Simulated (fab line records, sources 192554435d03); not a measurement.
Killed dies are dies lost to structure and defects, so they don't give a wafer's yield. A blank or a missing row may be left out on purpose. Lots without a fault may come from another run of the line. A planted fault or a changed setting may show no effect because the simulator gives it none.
Which tool did it? | flow n5_finfet | 12 lots, 36 wafers sampled, at 2 steps of a route of 1938

WHAT THE GAUGES READ, wafer by wafer
N5_BEOL_M2_CD_MEAS_11: target cd 16.79 nm.
lot  | measured     | on        | cd_nm (nm)
L076 | day 7 09:03  | cd_sem-01 | 16.51 16.91 16.82
L077 | day 7 11:04  | cd_sem-03 | 16.65 16.93 16.40
L079 | day 7 17:51  | cd_sem-03 | 16.67 16.73 16.61
L081 | day 8 12:20  | cd_sem-03 | 16.77 16.64 16.70
L083 | day 8 18:53  | cd_sem-03 | 16.50 16.95 16.73
L086 | day 10 00:37 | cd_sem-01 | 16.81 16.94 16.45
L087 | day 10 04:26 | cd_sem-01 | 16.93 16.78 16.91
L090 | day 10 10:12 | cd_sem-02 | 17.11 16.74 16.60
L091 | day 10 20:05 | cd_sem-03 | 16.81 17.24 16.87
L093 | day 11 10:40 | cd_sem-03 | 16.37 17.02 16.69
L094 | day 11 16:08 | cd_sem-01 | 16.87 16.76 16.72
L097 | day 12 22:38 | cd_sem-02 | 17.00 16.59 16.97

WHICH TOOL RAN EACH LOT (tool, then ch and the chambers of the sampled wafers, then the start)
lot  | N5_BEOL_M2_HM_DEP_02
L076 | pvd_sputter-03, day 7 08:39
L077 | pvd_sputter-01, day 7 10:36
L079 | pvd_sputter-03, day 7 17:20
L081 | pvd_sputter-01, day 8 11:49
L083 | pvd_sputter-02, day 8 17:35
L086 | pvd_sputter-01, day 10 00:13
L087 | pvd_sputter-01, day 10 04:02
L090 | pvd_sputter-02, day 10 09:49
L091 | pvd_sputter-01, day 10 19:34
L093 | pvd_sputter-01, day 11 10:16
L094 | pvd_sputter-01, day 11 15:32
L097 | pvd_sputter-03, day 12 22:04
- N5_BEOL_M2_HM_DEP_02: deposits TiN, target thk 20 nm.

THE ANSWER, worked out from the rows above alone
Rule: what is usual is taken from the lots themselves. Put in order of their means at a reading, lots are off if they are a third of the lots or fewer, leave a main group of 4 or more, and stand apart from it by a gap of 3 or more times the standard deviation of the main group's means; of several such gaps the widest counts. A main group whose means are all the same, to the digits that the tables above print for the reading, isn't used. A lot without any number at a reading at which 4 lots or more have one is off too. The other lots that the step has rows for count as sound.
No lot is off at any reading shown: from this, nothing can be told.

WHAT THE SIMULATOR HAD PUT IN
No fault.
